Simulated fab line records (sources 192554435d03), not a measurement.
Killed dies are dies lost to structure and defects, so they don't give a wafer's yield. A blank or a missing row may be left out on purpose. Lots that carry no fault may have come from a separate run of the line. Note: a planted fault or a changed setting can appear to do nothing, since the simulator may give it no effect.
Matching of chambers ; flow n5-finfet ; N5_DUMMY_GATE_STRIP_40 on rie-diel-06: 4 sister chambers
The step strips in CF4. 8 wafers are shown with their chamber, then 7 later ones without.

WAFERS PAIRED WITH THEIR CHAMBERS
wafer;chamber;showerhead-plenum-p-Torr (Torr);drypump-motor-current-A (A)
L088.1;1;1.66;6.0
L088.3;0;1.78;6.0
L088.4;3;1.70;6.7
L089.1;2;1.88;5.6
L089.3;0;1.78;6.0
L089.6;2;1.88;5.6
L090.1;1;1.65;6.0
L090.2;3;1.70;6.6

WAFERS MISSING THEIR CHAMBER
wafer;showerhead-plenum-p-Torr (Torr);drypump-motor-current-A (A)
L090.4;1.77;6.0
L095.1;1.69;6.7
L095.2;1.88;5.6
L095.3;1.65;6.0
L097.1;1.77;6.0
L097.3;1.69;6.7
L097.5;1.69;6.7

THE CHAMBER EACH PASSED THROUGH
wafer;from the rows above;in truth
L090.4;0;0
L095.1;3;3
L095.2;2;2
L095.3;1;1
L097.1;0;0
L097.3;3;3
L097.5;3;3
7 of 7 placed correctly. Can't be placed from these rows: 0. Placed wrongly: 0.
How it was worked out, from the rows above alone: a wafer's distance from a chamber is the root of the sum, over the readings, of the square of ((its reading less the chamber's mean) divided by the reading's scatter). The wafer belongs to the nearest chamber; if the next one is less than 2 further off, it can't be placed. The mean given for a chamber averages the wafers shown for that chamber. The scatter: take each reading less its chamber's mean, square it, sum over the shown wafers, divide by the number of wafers less the number of chambers, and take the root.
